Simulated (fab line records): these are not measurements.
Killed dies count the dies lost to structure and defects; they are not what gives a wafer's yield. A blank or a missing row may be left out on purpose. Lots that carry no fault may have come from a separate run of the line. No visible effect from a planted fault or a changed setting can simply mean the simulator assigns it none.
fab line records	flow nand_harc
[record] lots = 24	wafers = 72	last_day = 24
route steps=1159 shown A_WL_FILL@833 A_CONTACT@842
lots untouched by any fault: they come from a run of this same line in which no faults occurred
start_h: the number of hours between the record's first day and the start of the first shown wafer of the lot	wait_h: hours from the lot's prior step to this one	" the same as in the row above	L1.1+2: several wafers, shown together as one row	- no value, or no start given	* or withheld: withheld	< > ~ a bound
route shown NAME@n: a module of which the file shows steps, and the number in the route of the first	usual: average and standard deviation across the fault-free wafers	same: alike in all rows	chamber/n: place in a boat	sites: the reading at each site	_std_site: standard deviation of those values	_edge_site: outer sites' mean less inner sites'	radius_mm: for every site, how far away it sits from the centre of the wafer	mask NAME#n: copy n	behind: the tool/chamber that last shaped the wafer	hold: what put the lot on hold/how long, in hours/how the hold closed	device: which transistor (n, p or np) failed to switch	end of line: tests run on the same wafers once the route is complete	a step with no rows: only its recipe	killed: dies lost to structure and defects at the first sort, not the wafer's yield	map: a wafer's dies, x killed, . not, _ none there
set.NAME: the run value of the setting; set.NAME@STEP: its run value at that earlier step	model.NAME: the simulator's own value behind a step, which no gauge read
route steps across a sampled set of lots; one table per step, one row per wafer
services: when a tool's chamber went out of use (start_h, in hours from the record's first day, below 0 if earlier), for how many hours, and the reason
[[steps]]
[step NHARC_A_WL_FILL_CVD_20]
[recipe] target_thk_a = 750	temp_c = 300	pressure_torr = 40	wf6_flow_sccm = 40	h2_flow_sccm = 1600	ar_flow_sccm = 1560	time_s = 5064	material = W
[usual] heater_power_w = 506/38	throttle_valve_pct = 8.03/0.2
lot.wafer	tool	chamber	start_h	wait_h	heater_power_w	throttle_valve_pct
L074.2	cvd_w-02	0	-	-	438	7.99
L074.4	"	0	"	"	446	8.31
L074.6	"	0	"	"	441	8.24
L075.1	cvd_w-01	0	-	-	512	8.02
L075.3	"	1	"	"	559	8.14
L075.6	"	1	"	"	558	7.83
L076.2	cvd_w-02	0	-	-	435	8.22
L076.3	"	1	"	"	508	7.79
L076.5	"	1	"	"	510	8.12
L077.1	cvd_w-02	0	-	-	440	8.27
L077.3	"	0	"	"	447	8.12
L077.5	"	1	"	"	514	8.01
L078.3	cvd_w-01	0	-	-	517	8.28
L078.5	"	1	"	"	564	8.00
L078.6	"	0	"	"	510	8.38
L079.2	cvd_w-01	1	-	-	568	8.02
L079.1	"	0	"	"	510	8.44
L079.3	"	1	"	"	577	7.85
L080.1	cvd_w-02	1	-	-	513	7.77
L080.6	"	1	"	"	524	7.81
L080.5	"	0	"	"	477	8.09
L081.4	cvd_w-02	0	-	-	463	7.99
L081.6	"	1	"	"	525	8.00
L081.5	"	0	"	"	463	7.61
L082.4	cvd_w-01	0	-	-	512	8.19
L082.3	"	1	"	"	544	7.93
L082.6	"	0	"	"	515	8.12
L083.2	cvd_w-02	1	-	-	517	8.08
L083.3	"	1	"	"	515	7.84
L083.4	"	0	"	"	458	7.99
L085.1	cvd_w-02	1	-	-	516	8.25
L085.3	"	1	"	"	522	7.78
L085.5	"	0	"	"	449	7.92
L086.1	cvd_w-02	0	-	-	470	7.93
L086.3	"	0	"	"	462	8.05
L086.5	"	1	"	"	513	8.05
L087.2	cvd_w-01	0	-	-	512	8.32
L087.3	"	1	"	"	564	8.18
L087.5	"	1	"	"	564	7.93
L084.2	cvd_w-02	0	-	-	468	7.92
L084.3	"	0	"	"	464	8.28
L084.4	"	1	"	"	508	7.77
L089.4	cvd_w-01	1	-	-	561	8.05
L089.3	"	0	"	"	510	8.31
L089.5	"	1	"	"	585	8.17
L088.1	cvd_w-02	0	-	-	471	8.07
L088.3	"	0	"	"	454	8.08
L088.6	"	1	"	"	513	7.98
L090.2	cvd_w-01	0	-	-	510	8.15
L090.1	"	1	"	"	561	7.99
L090.3	"	0	"	"	514	8.39
L093.2	cvd_w-02	0	-	-	452	7.89
L093.3	"	0	"	"	460	8.23
L093.6	"	0	"	"	460	8.06
L091.4	cvd_w-01	1	-	-	556	7.87
L091.6	"	1	"	"	558	7.94
L091.5	"	0	"	"	509	8.49
L094.1	cvd_w-02	0	-	-	478	8.20
L094.3	"	0	"	"	460	8.02
L094.5	"	1	"	"	521	7.93
L092.2	cvd_w-02	1	-	-	511	7.89
L092.1	"	0	"	"	471	7.92
L092.6	"	0	"	"	455	8.19
L097.2	cvd_w-02	0	-	-	476	7.95
L097.3	"	0	"	"	463	8.01
L097.6	"	1	"	"	509	7.56
L095.2	cvd_w-01	0	-	-	525	8.20
L095.3	"	1	"	"	576	8.24
L095.4	"	0	"	"	531	8.12
L096.1	cvd_w-02	0	-	-	466	8.20
L096.3	"	0	"	"	464	8.00
L096.4	"	1	"	"	497	8.15
[step NHARC_A_CONTACT_DEP_28]
[recipe] target_thk_a = 36000	temp_c = 400	material = aC
[usual] throttle_valve_pct = 34.999/0.0087
lot.wafer	tool	chamber	start_h	wait_h	throttle_valve_pct
L074.2	acl_dep-03	0	360.41	0.8	35.002
L074.4	"	0	"	"	35.007
L074.6	"	0	"	"	35.000
L075.1	acl_dep-03	0	371.86	1.7	34.991
L075.3	"	0	"	"	34.999
L075.6	"	0	373.68	3.5	35.015
L076.2	acl_dep-02	0	372.67	2.3	34.980
L076.3	"	0	"	"	35.004
L076.5	"	0	"	"	35.000
L077.1	acl_dep-02	0	378.30	0.5	34.991
L077.3	"	0	"	"	35.006
L077.5	"	0	"	"	35.004
L078.3	acl_dep-03	0	379.03	1.1	34.998
L078.5	"	0	"	"	34.988
L078.6	"	0	"	"	34.993
L079.1	acl_dep-03	0	398.03	0.1	34.999
L079.2	"	0	"	"	34.996
L079.3	"	0	"	"	35.001
L080.1	acl_dep-02	0	407.04	2.0	35.003
L080.5	"	0	408.50	3.5	34.984
L080.6	"	0	"	"	35.013
L081.4	acl_dep-02	0	416.01	3.8	34.981
L081.5	"	0	"	"	34.991
L081.6	"	0	"	"	34.977
L082.3	acl_dep-02	0	417.83	3.2	35.008
L082.4	"	0	"	"	34.990
L082.6	"	0	"	"	34.997
L083.2	acl_dep-02	0	419.77	0.4	35.004
L083.3	"	0	"	"	34.994
L083.4	"	0	"	"	35.006
L085.1	acl_dep-03	0	432.69	1.3	35.008
L085.3	"	0	"	"	34.994
L085.5	"	0	"	"	35.008
L086.1	acl_dep-03	0	436.71	0.6	34.990
L086.3	"	0	"	"	35.001
L086.5	"	0	"	"	35.012
L087.2	acl_dep-01	0	438.55	0.6	35.001
L087.3	"	0	"	"	35.018
L087.5	"	0	"	"	34.989
L089.3	acl_dep-03	0	444.54	0.8	34.986
L089.4	"	0	"	"	35.005
L089.5	"	0	"	"	34.989
L084.2	acl_dep-02	0	444.57	0.6	34.997
L084.3	"	0	"	"	35.008
L084.4	"	0	"	"	35.001
L088.1	acl_dep-01	0	453.09	0.5	34.997
L088.3	"	0	"	"	35.005
L088.6	"	0	454.93	2.3	35.009
L090.1	acl_dep-02	0	457.80	1.0	34.994
L090.2	"	0	"	"	34.995
L090.3	"	0	"	"	34.985
L091.4	acl_dep-01	0	471.16	2.2	34.998
L091.5	"	0	"	"	34.999
L091.6	"	0	"	"	35.002
L093.2	acl_dep-02	0	471.93	2.8	34.980
L093.3	"	0	"	"	35.008
L093.6	"	0	473.40	4.3	34.999
L094.1	acl_dep-03	0	474.83	1.5	35.004
L094.3	"	0	"	"	34.987
L094.5	"	0	"	"	34.993
L092.1	acl_dep-03	0	482.63	2.2	35.008
L092.2	"	0	"	"	34.997
L092.6	"	0	484.46	4.0	35.024
L097.2	acl_dep-02	0	501.98	0.4	35.004
L097.3	"	0	"	"	34.998
L097.6	"	0	503.45	1.9	35.003
L095.2	acl_dep-02	0	504.19	1.0	34.998
L095.3	"	0	"	"	34.994
L095.4	"	0	"	"	35.002
L096.1	acl_dep-01	0	505.89	0.1	34.994
L096.3	"	0	"	"	35.007
L096.4	"	0	"	"	35.004
[step NHARC_A_CONTACT_ETCH_116]
[recipe] source_w = withheld	pressure_mtorr = 20	bias_v = 3000	time_s = 94	target_depth_a = 9220	ar_flow_sccm = withheld	c4f8_flow_sccm = withheld	o2_flow_sccm = withheld	chemistry = C4F8/O2/Ar
lot.wafer	tool	chamber	start_h	wait_h	rf_hours_counter_h
L074.2	har_cap_etch-02	0	365.64	0.1	7
L074.4	"	0	"	"	-
L074.6	"	0	"	"	-
L075.1	har_cap_etch-01	0	376.87	0.1	58
L075.3	"	0	"	"	-
L075.6	"	1	"	"	-
L076.2	har_cap_etch-02	1	377.69	0.1	11
L076.3	"	1	"	"	-
L076.5	"	1	"	"	-
L078.3	har_cap_etch-02	1	383.83	0.1	-
L078.5	"	1	"	"	-
L078.6	"	0	"	"	-
L077.1	har_cap_etch-03	0	384.29	0.1	87
L077.3	"	1	"	"	-
L077.5	"	1	"	"	-
L079.2	har_cap_etch-01	0	402.95	0.1	63
L079.1	"	1	"	"	63
L079.3	"	0	"	"	-
L080.1	har_cap_etch-03	0	412.12	0.1	91
L080.5	"	0	"	"	-
L080.6	"	1	"	"	-
L081.4	har_cap_etch-01	1	419.88	0.1	-
L081.5	"	1	"	"	-
L081.6	"	0	"	"	-
L082.4	har_cap_etch-03	0	421.94	0.1	-
L082.3	"	1	"	"	-
L082.6	"	0	"	"	-
L083.2	har_cap_etch-02	1	424.62	0.1	18
L083.3	"	0	"	"	-
L083.4	"	1	"	"	-
L085.1	har_cap_etch-01	1	437.52	0.1	68
L085.3	"	1	"	"	-
L085.5	"	0	"	"	-
L086.1	har_cap_etch-03	1	441.67	0.1	97
L086.3	"	1	"	"	-
L086.5	"	1	"	"	-
L087.2	har_cap_etch-01	0	443.14	0.1	69
L087.3	"	1	"	"	-
L087.5	"	0	"	"	-
L089.4	har_cap_etch-03	1	448.95	0.1	-
L089.3	"	0	"	"	-
L089.5	"	0	"	"	-
L084.2	har_cap_etch-01	0	449.25	0.1	70
L084.4	"	1	"	"	-
L084.3	"	0	"	"	-
L088.1	har_cap_etch-03	0	458.16	0.1	101
L088.3	"	0	"	"	-
L088.6	"	1	"	"	-
L090.2	har_cap_etch-02	1	462.78	0.1	26
L090.1	"	0	"	"	26
L090.3	"	1	"	"	-
L091.4	har_cap_etch-01	1	475.04	0.1	-
L091.5	"	1	"	"	-
L091.6	"	0	"	"	-
L093.2	har_cap_etch-03	1	476.71	0.1	105
L093.3	"	1	"	"	-
L093.6	"	1	"	"	-
L094.1	har_cap_etch-01	0	479.97	0.1	77
L094.3	"	0	"	"	-
L094.5	"	0	"	"	-
L092.2	har_cap_etch-01	1	487.62	0.1	78
L092.1	"	0	"	"	78
L092.6	"	1	"	"	-
L097.2	har_cap_etch-03	1	506.90	0.1	109
L097.3	"	1	"	"	-
L097.6	"	1	"	"	-
L095.2	har_cap_etch-02	0	509.11	0.1	32
L095.4	"	0	"	"	-
L095.3	"	1	"	"	-
L096.1	har_cap_etch-01	0	511.21	0.1	81
L096.4	"	1	"	"	-
L096.3	"	0	"	"	-
[step NHARC_A_CONTACT_ETCH_118]
[recipe] source_w = withheld	pressure_mtorr = 20	bias_v = 3000	time_s = 94	target_depth_a = 9220	ar_flow_sccm = withheld	c4f8_flow_sccm = withheld	o2_flow_sccm = withheld	chemistry = C4F8/O2/Ar
lot.wafer	tool	chamber	start_h	wait_h	rf_hours_counter_h
L074.2	har_cap_etch-02	0	365.89	0.1	8
L074.4	"	0	"	"	-
L074.6	"	0	"	"	-
L075.1	har_cap_etch-01	0	377.05	0.1	58
L075.3	"	0	"	"	-
L075.6	"	1	"	"	-
L076.2	har_cap_etch-02	1	377.87	0.1	11
L076.3	"	1	"	"	-
L076.5	"	1	"	"	-
L078.3	har_cap_etch-02	1	384.01	0.1	-
L078.5	"	1	"	"	-
L078.6	"	0	"	"	-
L077.1	har_cap_etch-03	0	384.47	0.1	87
L077.3	"	1	"	"	-
L077.5	"	1	"	"	-
L079.2	har_cap_etch-01	0	403.13	0.1	63
L079.1	"	1	"	"	63
L079.3	"	0	"	"	-
L080.1	har_cap_etch-03	0	412.30	0.1	91
L080.5	"	0	"	"	-
L080.6	"	1	"	"	-
L081.4	har_cap_etch-01	1	420.06	0.1	-
L081.5	"	1	"	"	-
L081.6	"	0	"	"	-
L082.4	har_cap_etch-03	0	422.12	0.1	-
L082.3	"	1	"	"	-
L082.6	"	0	"	"	-
L083.2	har_cap_etch-02	1	424.80	0.1	18
L083.3	"	0	"	"	-
L083.4	"	1	"	"	-
L085.1	har_cap_etch-01	1	437.70	0.1	68
L085.3	"	1	"	"	-
L085.5	"	0	"	"	-
L086.1	har_cap_etch-03	1	441.85	0.1	97
L086.3	"	1	"	"	-
L086.5	"	1	"	"	-
L087.2	har_cap_etch-01	0	443.32	0.1	69
L087.3	"	1	"	"	-
L087.5	"	0	"	"	-
L089.4	har_cap_etch-03	1	449.13	0.1	-
L089.3	"	0	"	"	-
L089.5	"	0	"	"	-
L084.2	har_cap_etch-01	0	449.43	0.1	71
L084.4	"	1	"	"	-
L084.3	"	0	"	"	-
L088.1	har_cap_etch-03	0	458.34	0.1	102
L088.3	"	0	"	"	-
L088.6	"	1	"	"	-
L090.2	har_cap_etch-02	1	462.96	0.1	26
L090.1	"	0	"	"	26
L090.3	"	1	"	"	-
L091.4	har_cap_etch-01	1	475.22	0.1	-
L091.5	"	1	"	"	-
L091.6	"	0	"	"	-
L093.2	har_cap_etch-03	1	476.90	0.1	105
L093.3	"	1	"	"	-
L093.6	"	1	"	"	-
L094.1	har_cap_etch-01	0	480.15	0.1	77
L094.3	"	0	"	"	-
L094.5	"	0	"	"	-
L092.2	har_cap_etch-01	1	487.80	0.1	78
L092.1	"	0	"	"	78
L092.6	"	1	"	"	-
L097.2	har_cap_etch-03	1	507.08	0.1	109
L097.3	"	1	"	"	-
L097.6	"	1	"	"	-
L095.2	har_cap_etch-02	0	509.30	0.1	32
L095.4	"	0	"	"	-
L095.3	"	1	"	"	-
L096.1	har_cap_etch-01	0	511.39	0.1	81
L096.4	"	1	"	"	-
L096.3	"	0	"	"	-
[step NHARC_A_CONTACT_CD_MEAS_69]
[recipe] target_cd_nm = 200	landing_energy_ev = 500
[usual] cd_nm = 200.0/0.43
lot.wafer	tool	chamber	start_h	wait_h	cd_nm
L074.2	cd_sem-03	0	372.61	-	200.0
L074.4	"	0	"	"	199.8
L074.6	"	0	"	"	199.7
L075.1	cd_sem-01	0	382.20	-	200.1
L075.3	"	0	"	"	200.9
L075.6	"	0	"	"	199.9
L076.2	cd_sem-02	0	382.99	-	200.1
L076.3	"	0	"	"	200.2
L076.5	"	0	"	"	201.0
L078.3	cd_sem-03	0	388.87	-	199.0
L078.5	"	0	"	"	199.9
L078.6	"	0	"	"	200.0
L077.1	cd_sem-03	0	389.47	-	199.7
L077.3	"	0	"	"	200.1
L077.5	"	0	"	"	199.9
L079.1	cd_sem-03	0	409.49	-	199.8
L079.2	"	0	"	"	199.8
L079.3	"	0	"	"	199.7
L080.1	cd_sem-01	0	420.65	-	200.4
L080.5	"	0	"	"	199.9
L080.6	"	0	"	"	200.4
L081.4	cd_sem-03	0	424.82	-	200.4
L081.5	"	0	"	"	199.8
L081.6	"	0	"	"	200.7
L082.3	cd_sem-02	0	427.47	-	199.7
L082.4	"	0	"	"	199.8
L082.6	"	0	"	"	199.7
L083.2	cd_sem-01	0	429.64	-	199.3
L083.3	"	0	"	"	200.0
L083.4	"	0	"	"	200.1
L085.1	cd_sem-02	0	442.40	-	200.5
L085.3	"	0	"	"	200.2
L085.5	"	0	"	"	199.8
L086.1	cd_sem-01	0	446.85	-	200.0
L086.3	"	0	"	"	199.5
L086.5	"	0	"	"	199.7
L087.2	cd_sem-01	0	448.69	-	199.9
L087.3	"	0	"	"	199.3
L087.5	"	0	"	"	199.4
L089.3	cd_sem-03	0	453.71	-	200.1
L089.4	"	0	"	"	200.7
L089.5	"	0	"	"	200.2
L084.2	cd_sem-03	0	454.31	-	199.8
L084.3	"	0	"	"	199.3
L084.4	"	0	"	"	199.8
L088.1	cd_sem-02	0	464.22	-	200.8
L088.3	"	0	"	"	199.7
L088.6	"	0	"	"	200.3
L090.1	cd_sem-02	0	467.75	-	200.2
L090.2	"	0	"	"	200.3
L090.3	"	0	"	"	200.5
L091.4	cd_sem-02	0	479.95	-	200.6
L091.5	"	0	"	"	199.7
L091.6	"	0	"	"	200.4
L093.2	cd_sem-03	0	482.25	-	200.1
L093.3	"	0	"	"	200.0
L093.6	"	0	"	"	199.5
L094.1	cd_sem-02	0	487.41	-	200.6
L094.3	"	0	"	"	200.2
L094.5	"	0	"	"	200.0
L092.1	cd_sem-02	0	494.06	-	200.4
L092.2	"	0	"	"	200.5
L092.6	"	0	"	"	200.0
L097.2	cd_sem-03	0	511.83	-	199.8
L097.3	"	0	"	"	199.2
L097.6	"	0	"	"	199.8
L095.2	cd_sem-03	0	514.81	-	200.6
L095.3	"	0	"	"	200.5
L095.4	"	0	"	"	199.8
L096.1	cd_sem-02	0	517.09	-	199.5
L096.3	"	0	"	"	199.6
L096.4	"	0	"	"	199.2
[step NHARC_A_CONTACT_ETCH_75]
[recipe] target_depth_a = 390	over_etch_frac = 0.3	time_s = 65	ion_energy_ev = 80	cf4_flow_sccm = 150	ar_flow_sccm = 0	rf_w = 300	bias_w = 100	chemistry = CF4
[usual] cf4_flow_sccm = 150.0/0.43	drypump_motor_current_A = 5.6/0.52	oes_product_au = 0.998/0.0076	rf_vpp_V = 151.4/1.2	showerhead_plenum_p_Torr = 1.79/0.082	throttle_valve_pct = 13.283/0.0098
lot.wafer	tool	chamber	start_h	wait_h	cf4_flow_sccm	drypump_motor_current_A	oes_product_au	rf_hours_counter_h	rf_vpp_V	showerhead_plenum_p_Torr	throttle_valve_pct
L074.2	rie_diel-02	0	373.01	0.1	149.7	6.3	1.000	8	152.5	1.86	13.300
L074.4	"	2	"	"	150.4	5.5	0.989	8	149.6	1.66	13.278
L074.6	"	0	"	"	150.3	6.3	0.999	-	150.1	1.86	13.306
L075.3	rie_diel-11	3	382.60	0.1	150.7	5.9	1.007	0	152.1	1.87	13.275
L075.1	"	2	"	"	149.7	4.8	0.996	2	153.1	1.84	13.274
L075.6	"	0	"	"	149.5	5.1	0.997	-	153.2	1.91	13.285
L076.2	rie_diel-11	2	383.81	0.4	149.6	4.8	0.998	2	152.3	1.84	13.283
L076.3	"	3	"	"	150.1	5.9	1.007	1	152.6	1.87	13.281
L076.5	"	1	"	"	150.4	6.4	1.007	-	149.1	1.68	13.284
L078.3	rie_diel-11	3	389.15	0.1	150.4	5.9	1.011	3	152.4	1.87	13.279
L078.6	"	0	"	"	149.6	5.1	1.002	-	153.8	1.91	13.286
L078.5	"	1	"	"	149.7	6.4	1.003	-	149.7	1.67	13.284
L077.3	rie_diel-02	1	389.75	0.1	150.0	4.9	1.001	11	151.0	1.80	13.278
L077.1	"	2	"	"	149.6	5.5	0.993	12	150.4	1.66	13.286
L077.5	"	1	"	"	149.8	4.9	0.991	-	150.5	1.80	13.298
L079.3	rie_diel-02	3	409.77	0.1	149.9	5.8	1.001	15	151.8	1.84	13.296
L079.2	"	1	"	"	150.7	4.9	0.990	13	150.1	1.80	13.276
L079.1	"	2	"	"	149.3	5.5	0.995	14	149.5	1.66	13.296
L080.1	rie_diel-02	3	420.93	0.1	149.4	5.8	0.997	17	154.0	1.84	13.281
L080.6	"	1	"	"	150.7	4.9	0.989	-	151.2	1.80	13.269
L080.5	"	2	"	"	150.5	5.5	1.004	-	149.6	1.66	13.281
L081.4	rie_diel-02	2	425.10	0.1	149.3	5.5	0.996	17	149.8	1.66	13.282
L081.5	"	0	"	"	149.6	6.3	0.996	-	152.7	1.86	13.278
L081.6	"	1	"	"	149.3	4.9	1.004	-	153.8	1.80	13.279
L082.3	rie_diel-12	0	427.74	0.1	149.6	5.7	0.993	10	151.8	1.75	13.280
L082.4	"	1	"	"	149.6	5.0	1.007	11	149.9	1.67	13.290
L082.6	"	3	"	"	149.8	6.0	1.001	-	152.0	1.82	13.295
L083.2	rie_diel-12	1	429.96	0.1	149.7	5.0	1.000	12	151.3	1.67	13.289
L083.4	"	2	"	"	149.7	5.7	1.011	13	149.6	1.75	13.276
L083.3	"	3	"	"	150.1	6.0	1.004	13	152.0	1.82	13.279
L085.1	rie_diel-02	3	442.68	0.1	149.4	5.8	0.994	20	151.8	1.84	13.293
L085.3	"	1	"	"	148.9	4.9	0.998	19	152.7	1.80	13.301
L085.5	"	3	"	"	149.5	5.8	0.993	-	152.0	1.83	13.289
L086.3	rie_diel-02	3	447.34	0.2	148.5	5.8	0.995	22	151.6	1.83	13.299
L086.1	"	0	"	"	149.9	6.3	1.000	22	152.3	1.86	13.284
L086.5	"	3	"	"	150.0	5.8	0.985	-	152.0	1.83	13.277
L087.2	rie_diel-11	2	448.97	0.1	149.4	4.8	1.000	30	151.1	1.83	13.279
L087.3	"	3	"	"	149.8	6.0	1.015	24	153.2	1.86	13.274
L087.5	"	2	"	"	150.1	4.8	0.995	-	151.8	1.83	13.297
L089.3	rie_diel-12	1	454.03	0.1	150.3	5.0	0.997	21	151.1	1.67	13.279
L089.4	"	0	"	"	150.1	5.7	0.996	21	150.2	1.75	13.278
L089.5	"	1	"	"	149.9	5.0	0.996	-	150.6	1.67	13.293
L084.2	rie_diel-02	1	454.58	0.1	150.4	4.9	1.000	22	152.4	1.80	13.276
L084.4	"	3	"	"	150.7	5.8	1.005	23	152.5	1.83	13.279
L084.3	"	0	"	"	149.8	6.3	1.006	24	152.5	1.86	13.273
L088.3	rie_diel-02	2	464.49	0.1	150.6	5.5	0.991	25	149.3	1.65	13.277
L088.1	"	3	"	"	150.2	5.7	1.001	25	152.0	1.83	13.286
L088.6	"	1	"	"	150.7	4.9	0.997	-	152.0	1.80	13.283
L090.3	rie_diel-02	3	468.02	0.1	150.5	5.8	0.995	26	152.1	1.83	13.288
L090.2	"	1	"	"	149.6	4.9	1.000	25	151.6	1.80	13.288
L090.1	"	2	"	"	149.0	5.5	0.998	26	149.7	1.65	13.295
L091.4	rie_diel-02	1	480.24	0.1	149.7	4.9	0.992	28	151.6	1.80	13.269
L091.6	"	2	"	"	149.5	5.5	0.987	-	149.6	1.65	13.285
L091.5	"	3	"	"	149.8	5.8	0.994	-	152.4	1.83	13.292
L093.3	rie_diel-11	2	482.55	0.1	149.6	4.8	1.005	42	152.9	1.83	13.264
L093.2	"	3	"	"	150.2	5.9	1.004	37	152.0	1.86	13.278
L093.6	"	3	"	"	150.9	5.9	1.032	-	152.3	1.86	13.288
L094.3	rie_diel-11	0	487.70	0.1	150.2	5.1	1.001	42	153.7	1.90	13.304
L094.1	"	1	"	"	150.0	6.4	1.006	45	149.7	1.66	13.276
L094.5	"	3	"	"	150.3	5.9	1.005	-	152.8	1.86	13.293
L092.1	rie_diel-02	2	494.33	0.1	150.0	5.5	0.996	32	150.6	1.65	13.291
L092.2	"	3	"	"	150.3	5.8	0.996	31	152.5	1.83	13.276
L092.6	"	2	"	"	150.3	5.5	0.989	-	150.3	1.65	13.287
L097.3	rie_diel-12	0	512.14	0.1	149.3	5.8	0.990	45	151.4	1.74	13.272
L097.2	"	1	"	"	150.7	5.0	0.997	45	149.8	1.66	13.284
L097.6	"	0	"	"	149.6	5.8	0.991	-	150.0	1.74	13.285
L095.2	rie_diel-02	1	515.09	0.1	150.1	4.9	0.999	0	151.7	1.79	13.272
L095.3	"	2	"	"	149.6	5.5	1.011	0	149.4	1.65	13.304
L095.4	"	1	"	"	150.3	4.9	0.993	-	151.8	1.79	13.287
L096.3	rie_diel-11	0	517.38	0.1	150.0	5.0	0.992	52	153.0	1.89	13.256
L096.1	"	2	"	"	150.0	4.8	0.990	53	152.7	1.83	13.279
L096.4	"	0	"	"	150.2	5.0	0.984	-	152.7	1.89	13.280
[[services]]
tool	chamber	start_h	hours	kind
acl_dep-02	-	350.65	13.0	pm
rie_diel-02	1	359.95	6.9	repair
rie_diel-11	2	363.14	3.9	repair
rie_diel-11	-	366.82	9.0	pm
cvd_w-02	-	379.58	13.0	pm
cvd_w-02	0	379.58	13.0	vent_cycle
cvd_w-02	1	379.58	13.0	vent_cycle
rie_diel-12	-	379.69	9.0	pm
cvd_w-02	0	392.58	-	clean
cvd_w-02	1	392.58	-	clean
acl_dep-03	-	405.20	13.0	pm
rie_diel-12	3	406.51	1.2	repair
har_cap_etch-02	-	418.51	0.6	repair
rie_diel-12	-	423.86	1.4	repair
har_cap_etch-01	-	434.52	0.1	repair
rie_diel-12	3	450.91	2.4	repair
acl_dep-01	-	474.17	13.0	pm
cvd_w-01	-	481.41	13.0	pm
rie_diel-02	2	490.18	1.7	repair
rie_diel-02	-	504.79	9.0	pm
rie_diel-12	3	504.83	5.6	repair
rie_diel-11	1	509.97	11.8	repair
har_cap_etch-03	-	512.78	0.4	repair
rie_diel-02	0	513.83	1.9	repair
[[key]]
fault none
